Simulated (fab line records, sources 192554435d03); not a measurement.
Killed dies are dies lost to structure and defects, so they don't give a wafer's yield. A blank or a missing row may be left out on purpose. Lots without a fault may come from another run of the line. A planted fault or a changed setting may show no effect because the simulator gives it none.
A struck lot beside a sound one | flow n5_finfet | 40 steps out of a route of 1938
Sound: wafers L461.3, L461.4, L461.5. Struck: wafers L466.2, L466.4, L466.6. The cause comes at the end.
At each step with rows: each side's tool, then ch and its chambers, then its first start. Under that, the readings that differ: sound wafers | struck wafers | difference of the means | sigmas: that difference in standard deviations of wafers without a fault.
alike: readings whose means differ by less than 2 such deviations, and words and numbers that are the same on both sides. not compared: withheld readings, readings that some wafer has no value for, bounds like >300 that may hide the same value, and numbers for which the record gives no deviation and whose values overlap.
The two part at a step that has a row with sigmas, a row that says differs or no value, or rows on one side only. Numbers that don't overlap but have no deviation are shown without sigmas and don't part them. A reading that every wafer of one side lacks parts them only if that side has two wafers or more.

first, 9 steps without rows for these wafers: N5_BEOL_M4_ANNEAL_95 (time 240 s); N5_BEOL_M4_SPUTTER_96 (material Cu, target thk 4.5 nm, time 8.29 s); N5_BEOL_M4_ECD_50 (material Cu, target thk 300 nm); N5_BEOL_M4_ANNEAL_51 (time 90 s); N5_BEOL_M4_CMP_52 (polishes, stops on SiOC, t overpolish 6.8 s, target thk 40 nm); N5_BEOL_M4_PRE_CLEAN_60 (time 15 s); N5_BEOL_M4_CO_CAP_55 (material Co, precursor CCTBA/H2, target thk 2 nm, time 102.1 s); N5_BEOL_M4_PRE_CLEAN_56 (time 15 s); N5_BEOL_M4_DEP_57 (deposits SiCN from 3MS/NH3, target thk 8 nm, time 14 s).
N5_BEOL_M4_RC_MEAS_101:
  sound on prober-01 ch 0, day 11 16:10; struck on prober-02 ch 0, day 12 20:07
  reading       | sound          | struck         | difference | sigmas
  DIBL_P (mV/V) | 36.7 33.0 33.8 | 43.0 40.0 36.4 | +5.3       | +2
  VT_N (mV)     | 252 251 252    | 239 246 248    | -7         | -2
  alike: DIBL_N, IOFF_N, IOFF_P, ION_N, ION_P, SS_N, SS_P, VT_P
then, 24 steps without rows for these wafers: N5_BEOL_M5_ILD_DEP_00 (deposits SiCOH lowk from DEMS/porogen, target thk 140.64 nm, time 25.9 s); N5_BEOL_M5_CURE_79 (cures SiCOH lowk, time 240 s); N5_BEOL_M5_PECVD_70 (deposits SiO2 from TEOS/O2, target thk 16 nm, time 18 s); N5_BEOL_M5_HM_DEP_02 (deposits TiN, target thk 20 nm); N5_BEOL_M5_COAT_59 (time 60 s, resist thk 60 nm); N5_BEOL_M5_COAT_60 (time 60 s, resist thk 12 nm); N5_BEOL_M5_COAT_71 (time 60 s, resist thk 5 nm); N5_BEOL_M5_COAT_05 (resist thk 30 nm); N5_BEOL_M5_EBR_07; N5_BEOL_M5_SOFTBAKE_06 (time 60 s); N5_BEOL_M5_EXPOSE_08 (exposes mask M5, target cd 28 nm); N5_BEOL_M5_PEB_09 (peb time 60 s); N5_BEOL_M5_DEVELOP_10 (develop time 30 s); N5_BEOL_M5_DESCUM_16 (chemistry O2, time 7 s); N5_BEOL_M5_ETCH_72 (etches underlayer in N2/H2, target depth 6.5 nm, time 5.2 s); N5_BEOL_M5_ETCH_61 (etches SiARC in CF4, target depth 15.6 nm, time 26 s); N5_BEOL_M5_ETCH_62 (etches SOC in N2/H2, target depth 75 nm, overetch 15 nm, time 112.5 s); N5_BEOL_M5_STRIP_63 (strips in N2/H2); N5_BEOL_M5_STRIP_73 (strips in N2/H2); N5_BEOL_M5_STRIP_64 (strips in CF4); N5_BEOL_M5_HM_OPEN_17 (chemistry Cl2/BCl3, target TiN, target depth 20 nm, overetch 6 nm); N5_BEOL_M5_STRIP_19 (strips in O2); N5_BEOL_M5_COAT_65 (time 60 s, resist thk 60 nm); N5_BEOL_M5_COAT_66 (time 60 s, resist thk 12 nm).
-- the record jumps here: 3 days lie between the struck wafers' starts before and after (it left off in module BEOL_M5 and takes up again in module BEOL_M11, whose first step shown is number 1594 of the route) --
N5_BEOL_M11_ECD_50: material Cu, target thk 318 nm.
  sound on ecd_cu-01 ch 0,1, day 14 06:38; struck on ecd_cu-01 ch 0,1, day 15 17:19
  reading                                 | sound           | struck         | difference | sigmas
  model.Cu_of_BEOL_M11_ECD_50.thk_nm (nm) | 314.8 316.8 317 | 89.4 91.6 93.4 | -224.7     |
N5_BEOL_M11_CMP_52: polishes, stops on SiCOH lowk, t overpolish 7 s, target thk 140 nm.
  sound on cmp-02 ch 0,1,3, day 14 10:50; struck on cmp-04 ch 1,2,3, day 15 17:47
  reading                                 | sound           | struck         | difference | sigmas
  time_to_endpoint_s (s)                  | 74 69 70        | 20 15 17       | -54        | -13
  model.Cu_of_BEOL_M11_ECD_50.thk_nm (nm) | 155 136.2 154.8 | 89.4 91.6 93.4 | -57.2      |
  alike: clearing_platen_down_force_psi, clearing_platen_rpm, motor_current_A, platen_rpm
N5_BEOL_M11_THK_MEAS_53: measures by xrf.
  sound on film_metro-01, day 14 11:06; struck on film_metro-02, day 15 18:02
  reading      | sound       | struck   | difference | sigmas
  M11_THK (nm) | 154 135 153 | 89 91 93 | -56        | -10
N5_BEOL_M11_RS_MEAS_57: measures by four-point-probe.
  sound on film_metro-02, day 14 11:14; struck on film_metro-02, day 15 18:10
  reading         | sound             | struck            | difference | sigmas
  M11_RS (ohm/sq) | 0.135 0.156 0.135 | 0.250 0.243 0.238 | +0.102     | +17
N5_BEOL_M15_RC_MEAS_101:
  sound on prober-02 ch 0, day 15 12:56; struck on prober-02 ch 0, day 16 18:09
  reading                    | sound          | struck         | difference | sigmas
  SERP_M11 (ohm/um)          | 2.83 3.13 2.81 | 5.12 4.82 4.87 | +2.01      | +15
  SERP_M11_max_site (ohm/um) | 2.86 3.22 2.85 | 5.26 4.99 4.92 | +2.08      | +15
  SERP_M5 (ohm/um)           | 36.9 37.6 37.1 | 46.2 40.4 41.7 | +5.6       | +2
  alike: COMB_M10, COMB_M12, COMB_M13, COMB_M14, COMB_M15, COMB_M5, COMB_M5_max_site, COMB_M6, COMB_M7, COMB_M8, COMB_M9, SERP_M10, SERP_M12, SERP_M13, SERP_M14, SERP_M6, SERP_M7, SERP_M7_max_site, SERP_M8, SERP_M9
N5_PASSIVATION_PROBE_49:
  sound on prober-02, day 16 06:03; struck on prober-02, day 17 10:42
  reading                  | sound          | struck         | difference | sigmas
  defect_limited_yield (%) | 89.6 89.3 88.8 | 81.5 85.1 84.2 | -5.6       | -4
  killed_at_M4_up          | 13 21 13       | 138 91 132     | +105       | +17
  killed_at_front_end      | 63 63 56       | 37 30 31       | -28        | -3
  killed_dies              | 123 126 132    | 218 176 187    | +67        | +4
  killed_open              | 73 102 89      | 70 57 56       | -27        | -2
  sort_bin_5_function (%)  | 6.4 6.9 6.0    | 11.9 9.9 10.2  | +4.2       | +5
  sort_n_pass              | 1057 1054 1048 | 962 1004 993   | -67        | -4
  alike: killed_at_M0_to_M3, killed_at_contacts, killed_at_other, killed_short, sort_bin_4_leakage, sort_bin_6_memory, sort_bin_8_speed

WHERE THEY PART
First at N5_BEOL_M4_RC_MEAS_101; last, within this record, at N5_PASSIVATION_PROBE_49.

WHY: what the simulator had put in
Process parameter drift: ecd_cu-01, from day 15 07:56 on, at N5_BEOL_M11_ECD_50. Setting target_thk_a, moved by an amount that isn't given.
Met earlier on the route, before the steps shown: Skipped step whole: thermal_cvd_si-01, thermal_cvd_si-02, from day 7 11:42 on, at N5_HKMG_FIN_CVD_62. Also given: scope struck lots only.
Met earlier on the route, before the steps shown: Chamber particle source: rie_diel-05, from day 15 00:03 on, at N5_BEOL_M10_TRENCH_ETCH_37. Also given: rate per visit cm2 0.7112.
